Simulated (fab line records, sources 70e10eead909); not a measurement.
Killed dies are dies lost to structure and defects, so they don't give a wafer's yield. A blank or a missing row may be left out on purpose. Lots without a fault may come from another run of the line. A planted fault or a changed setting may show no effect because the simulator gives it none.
A struck lot beside a sound one | flow nand_harc | 25 steps out of a route of 1159
Sound: wafers L760.3, L760.5, L760.6. Struck: wafers L753.1, L753.4, L753.6. The cause comes at the end.
At each step with rows: each side's tool, then ch and its chambers, then its first start. Under that, the readings that differ: sound wafers | struck wafers | difference of the means | sigmas: that difference in standard deviations of wafers without a fault.
alike: readings whose means differ by less than 2 such deviations, and words and numbers that are the same on both sides. not compared: withheld readings, readings that some wafer has no value for, bounds like >300 that may hide the same value, and numbers for which the record gives no deviation and whose values overlap.
The two part at a step that has a row with sigmas, a row that says differs or no value, or rows on one side only. Numbers that don't overlap but have no deviation are shown without sigmas and don't part them. A reading that every wafer of one side lacks parts them only if that side has two wafers or more.

first, 8 steps without rows for these wafers: NHARC_A_CHANNEL_HOLE_D1_DEVELOP_09 (develop time 35 s); NHARC_A_CHANNEL_HOLE_D1_DESCUM_15 (chemistry O2, time 3 s); NHARC_A_CHANNEL_HOLE_D1_ETCH_38 (etches the open film in CF4, target depth 39 nm, time 65 s); NHARC_A_CHANNEL_HOLE_D1_ETCH_39 (etches the open film in N2/H2, target depth 260 nm, time 325 s); NHARC_A_CHANNEL_HOLE_D1_ETCH_34 (etches the open film in CF4/CHF3, target depth 154 nm, time 77 s); NHARC_A_CHANNEL_HOLE_D1_ETCH_16 (etches the open film in O2/COS, target depth 3100 nm, time 806 s); NHARC_A_CHANNEL_HOLE_D1_ETCH_19 (etches the open film in C4F8/O2/Ar, time 34.5 s); NHARC_A_CHANNEL_HOLE_D1_ETCH_20 (etches the open film in C4F8/O2/Ar, time 361.9 s, target depth 1600 nm).
NHARC_A_CHANNEL_HOLE_D1_ETCH_21: etches the open film in C4F8/O2/Ar, time 514.3 s, target depth 1600 nm.
  sound on har_etch-02 ch 0,1, day 13 09:44; struck on har_etch-01 ch 0,1, day 11 21:59
  no value came back on the struck wafers for any of 6 readings (c4f8_flow_sccm (sccm), chamber_pressure_mTorr (mTorr) and others); on the sound wafers c4f8_flow_sccm (sccm) reads 89.05 89.63 88.73
  not compared: rf_hours_counter_h
then, 9 steps without rows for these wafers: NHARC_A_CHANNEL_HOLE_D1_ETCH_22 (etches the open film in C4F8/O2/Ar, time 666.7 s, target depth 1600 nm); NHARC_A_CHANNEL_HOLE_D1_ETCH_23 (etches the open film in C4F8/O2/Ar, time 819 s, target depth 1600 nm); NHARC_A_CHANNEL_HOLE_D1_ETCH_24 (etches the open film in C4F8/O2/Ar, time 906.2 s, target depth 1500 nm); NHARC_A_CHANNEL_HOLE_D1_ETCH_25 (etches the open film in C4F8/O2/Ar, time 1040.2 s, target depth 1500 nm); NHARC_A_CHANNEL_HOLE_D1_ETCH_26 (etches the open film in C4F8/O2/Ar, time 224.1 s, target depth 300 nm); NHARC_A_CHANNEL_HOLE_D1_ETCH_33 (etches the open film in C4F8/O2/Ar, time 90 s, target depth 400 nm); NHARC_A_CHANNEL_HOLE_D1_STRIP_41 (strips in N2/H2); NHARC_A_CHANNEL_HOLE_D1_STRIP_42 (strips in CF4/CHF3); NHARC_A_CHANNEL_HOLE_D1_STRIP_43 (strips in O2/COS).
NHARC_A_CHANNEL_HOLE_D1_ETCH_44: etches the open film in CF4/O2, target depth 140 nm, overetch 14 nm, time 77 s.
  sound on rie_diel-04 ch 2,3, day 13 13:50; struck on rie_diel-04 ch 0,1,3, day 12 02:12
  reading                            | sound            | struck            | difference | sigmas
  model.A_CHANNEL_HOLE_D1.cd_nm (nm) | 89.26 88.95 90.6 | 101.5 105.2 102.7 | +13.5      |
  alike: bias_w, cf4_flow_sccm, drypump_motor_current_A, oes_f_703_au, oes_product_au, rf_vpp_V, showerhead_plenum_p_Torr, throttle_valve_pct
  not compared: rf_hours_counter_h
then, 3 steps without rows for these wafers: NHARC_A_CHANNEL_HOLE_D1_STRIP_27 (strips in O2); NHARC_A_CHANNEL_HOLE_D1_PRECLEAN_28 (cleans in SC1); NHARC_A_CHANNEL_HOLE_D1_SRD_29.
NHARC_A_CHANNEL_HOLE_D1_CD_MEAS_30:
  sound on cd_sem-02, day 13 14:38; struck on cd_sem-03, day 12 02:59
  reading    | sound          | struck       | difference | sigmas
  cd_nm (nm) | 89.2 88.8 91.6 | 0.7 -0.1 1.6 | -89.1      | -59
NHARC_A_CHANNEL_HOLE_D1_XSEM_31:
  sound on xsem-01 ch 0, day 13 14:43; struck on xsem-01 ch 0, day 12 03:04
  reading        | sound          | struck      | difference | sigmas
  bot_cd_nm (nm) | 73.8 73.0 75.2 | 0.4 0.0 0.9 | -73.6      | -53
  bow_nm (nm)    | 8.2 8.2 8.2    | 0.7 0.7 0.7 | -7.5       | -24
  alike: tilt_deg
-- the record jumps here: 12 days lie between the struck wafers' starts before and after (it left off in module A_CHANNEL_HOLE_D1 and takes up again in module END, whose first step shown is number 1159 of the route) --
NHARC_END_SORT_01:
  the record has rows for the struck wafers here (prober-02 ch 0, day 23 16:01) and none for the sound ones

WHERE THEY PART
First at NHARC_A_CHANNEL_HOLE_D1_ETCH_21; last, within this record, at NHARC_END_SORT_01.

WHY: what the simulator had put in
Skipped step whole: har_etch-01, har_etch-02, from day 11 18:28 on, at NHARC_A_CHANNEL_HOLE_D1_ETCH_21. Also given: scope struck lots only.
